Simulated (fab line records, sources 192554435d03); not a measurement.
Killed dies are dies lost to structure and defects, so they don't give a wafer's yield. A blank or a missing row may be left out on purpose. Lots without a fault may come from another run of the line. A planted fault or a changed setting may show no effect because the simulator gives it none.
Split-lot experiment | flow n5_finfet | 7 lots, 21 wafers read, on a route of 1938 steps

THE SPLIT
At N5_BEOL_M0_SAQP_SPACER1_ALD_98 (deposits SiO2, target thk 12.8 nm, pulse time 1 s, purge time 2 s), the setting ald_cycles was moved away from the recipe's 138 on 3 of the 21 wafers read, by +7.2% to +15.2%. The other wafers ran this setting at the recipe's value.

FROM THE SPLIT TO THE READING: what the file shows between them, 2 steps
- N5_BEOL_M0_SAQP_SPACER1_ETCHBACK_99: etches SiO2 in CHF3/O2, target depth 15.4 nm, time 7.7 s
- N5_BEOL_M0_SAQP_MANDREL1_REMOVE_100: chemistry HBr/Cl2/O2, target a-Si, stops on SiNx, bt time 10 s

THE READING
cd_nm, in nm, at N5_BEOL_M0_SAQP_CD_MEAS_25 (target cd 13.1 nm). Fault-free wafers of this fab line usually give 12.82 nm, standard deviation 0.23 nm.

wafer  | tool, chamber at the split | ald_cycles as run | against the recipe | cd_nm, nm | against lot-mates on the recipe
L081.1 | ald_sin-01, 1,2,3          | 138               | recipe             | 12.88     | -
L081.2 | ald_sin-01, 1,2,3          | 138               | recipe             | 12.94     | -
L081.3 | ald_sin-01, 1,2,3          | 138               | recipe             | 12.64     | -
L083.2 | ald_sin-03, 0              | 138               | recipe             | 12.28     | -
L083.3 | ald_sin-03, 2,3            | 138               | recipe             | 12.44     | -
L083.4 | ald_sin-03, 2,3            | 138               | recipe             | 12.90     | -
L087.1 | ald_sin-01, 3              | 138               | recipe             | 12.79     | -
L087.2 | ald_sin-01, 1,2            | 138               | recipe             | 12.91     | -
L087.4 | ald_sin-01, 1,2            | 138               | recipe             | 12.95     | -
L091.1 | ald_sin-01, 0              | 138               | recipe             | 12.84     | -
L091.2 | ald_sin-01, 1              | 138               | recipe             | 12.68     | -
L091.5 | ald_sin-01, 0              | 138               | recipe             | 12.67     | -
L093.2 | ald_sin-02, 3,2            | 138               | recipe             | 13.50     | -
L093.3 | ald_sin-02, 1              | 159               | +15.2%             | 14.77     | +1.59
L093.4 | ald_sin-02, 3,2            | 138               | recipe             | 12.85     | -
L094.1 | ald_sin-03, 1,3,2          | 138               | recipe             | 12.67     | -
L094.2 | ald_sin-03, 1,3,2          | 138               | recipe             | 12.61     | -
L094.4 | ald_sin-03, 1,3,2          | 138               | recipe             | 12.89     | -
L096.1 | ald_sin-03, 2              | 138               | recipe             | 12.82     | -
L096.2 | ald_sin-03, 3,1            | 148               | +7.2%              | 13.89     | +1.07
L096.3 | ald_sin-03, 3,1            | 148               | +7.2%              | 13.86     | +1.04
Where a row lists several chambers, the file gives one row for several wafers and doesn't say which wafer went through which chamber.

THE FIT
A straight line over all 21 wafers: cd_nm changes by +0.136 nm for each +1% of ald_cycles; r = +0.91; the points scatter about the line by 0.24 nm.
The same after taking each lot's own level away (the mean of its wafers on the recipe; 21 wafers): +0.117 nm for each +1%; r = +0.93; scatter 0.19 nm.
On that fit, the largest move of ald_cycles shifts the reading by 1.8 nm.
The lots' own levels span 12.540 to 13.175 nm, that is 2.8 times the standard deviation above.
So the lot-to-lot level changes the slope: the two fits differ.
Check: with one of the wafers moved furthest among these (+15.2%) left out of the fit, the line predicts +2.22 nm for it against its lot-mates. It came out at +1.59 nm against them.

OTHER SPLITS ON THESE WAFERS
These wafers also went through other splits before the reading. Each is held against what the fit with the lots' levels taken away leaves over:
other split on the same wafers               | wafers away from the commonest value | r with cd_nm (lot level and that fit taken away)
N5_MOL_CONTACT_COAG_EXPOSE_05 dose_mj        | 3                                    | -0.19
N5_MOL_CONTACT_COAG_CONTACT_ETCH_14 source_w | 4                                    | +0.07
N5_MOL_CONTACT_COAG_ETCH_91 source_w         | 5                                    | -0.09

THE WHOLE CHAIN: every reading that the file lists as answering this split, in the file's order
step                                | what it does                                                      | reading                                                                                     | change (the file's fit)               | r (the file's)
N5_BEOL_M0_SAQP_SPACER1_ALD_98      | deposits SiO2, target thk 12.8 nm, pulse time 1 s, purge time 2 s | SiO2_of_BEOL_M0_SAQP_SPACER1_ALD_98.thk_nm (the simulator's own value, which no gauge read) | +0.122 nm for each +1% of the setting | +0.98
N5_BEOL_M0_SAQP_MANDREL1_REMOVE_100 | chemistry HBr/Cl2/O2, target a-Si, stops on SiNx, bt time 10 s    | SiO2_of_BEOL_M0_SAQP_SPACER1_ALD_98.thk_nm (the simulator's own value, which no gauge read) | +0.133 nm for each +1% of the setting | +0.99
N5_BEOL_M0_SAQP_MANDREL1_REMOVE_100 | chemistry HBr/Cl2/O2, target a-Si, stops on SiNx, bt time 10 s    | BEOL_M0_SAQP.cd_nm (the simulator's own value, which no gauge read)                         | +0.124 nm for each +1% of the setting | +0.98
N5_BEOL_M0_SAQP_CD_MEAS_25          | target cd 13.1 nm                                                 | cd_nm                                                                                       | +0.113 nm for each +1% of the setting | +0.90

THE FILE'S OWN FIT
cd_nm changes by +0.113 nm for each +1% of ald_cycles, r = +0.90.
